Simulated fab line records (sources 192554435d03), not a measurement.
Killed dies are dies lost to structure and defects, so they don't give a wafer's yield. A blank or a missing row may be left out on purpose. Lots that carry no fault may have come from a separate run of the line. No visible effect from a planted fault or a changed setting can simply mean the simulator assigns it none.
Chamber matching ; flow n5 finfet ; 4 sister chambers for N5_BEOL_M10_STRIP_36 on rie diel-04
The step strips in N2/H2. 22 wafers are shown with their chamber, then 11 later ones without.

== WAFERS PAIRED WITH THEIR CHAMBERS ==
wafer;chamber;drypump motor current A (A);showerhead plenum p Torr (Torr);throttle valve pct (%)
L074.1;1;6.1;2.60;23.3
L074.2;2;6.4;2.51;23.9
L074.5;3;6.1;2.44;23.5
L075.1;0;6.6;2.61;23.4
L075.2;1;6.0;2.61;23.3
L075.3;3;6.1;2.44;23.5
L077.2;0;6.6;2.61;23.4
L077.3;1;6.1;2.60;23.3
L077.5;3;6.1;2.44;23.5
L078.2;2;6.4;2.51;24.0
L078.3;3;6.1;2.44;23.5
L078.6;3;6.1;2.44;23.5
L080.4;3;6.1;2.44;23.5
L080.5;2;6.4;2.51;23.9
L080.6;0;6.6;2.61;23.4
L081.3;0;6.6;2.61;23.4
L081.4;2;6.4;2.50;23.9
L081.5;2;6.4;2.50;24.0
L084.1;3;6.1;2.43;23.5
L084.2;1;6.1;2.60;23.1
L084.6;1;6.1;2.60;23.0
L086.1;3;6.1;2.43;23.6

SIGNATURES (means of the wafers above)
reading;chamber 0;chamber 1;chamber 2;chamber 3;scatter within a chamber
drypump motor current A;6.600;6.080;6.400;6.100;0.0211
showerhead plenum p Torr;2.6100;2.6020;2.5060;2.4375;0.00441
throttle valve pct;23.400;23.200;23.940;23.512;0.0748
Rule: distance of a wafer from a chamber = root of the sum over the readings of ((wafer's reading minus chamber's mean) / reading's scatter) squared. The wafer belongs to the nearest chamber; if the next one is less than 2 further off, it can't be placed. The scatter: take each reading less its chamber's mean, square it, sum over the shown wafers, divide by the number of wafers less the number of chambers, and take the root.

== WAFERS WITH NO CHAMBER GIVEN ==
wafer;drypump motor current A (A);showerhead plenum p Torr (Torr);throttle valve pct (%)
L086.2;6.4;2.50;23.6
L086.4;6.4;2.50;23.6
L088.1;6.4;2.50;23.6
L088.4;6.3;2.50;23.6
L088.5;6.1;2.59;23.1
L090.3;6.4;2.49;23.6
L090.5;6.6;2.60;23.2
L090.6;6.1;2.59;23.1
L091.1;6.1;2.59;23.1
L091.4;6.1;2.59;23.1
L091.5;6.1;2.42;23.6

== EACH ONE'S CHAMBER ==
wafer;from the rows above;in truth
L086.2;2;2
L086.4;2;2
L088.1;2;2
L088.4;2;2
L088.5;1;1
L090.3;2;2
L090.5;0;0
L090.6;1;1
L091.1;1;1
L091.4;1;1
L091.5;3;3
11 of 11 placed correctly. Left unplaced by these rows: 0. 0 placed wrongly.
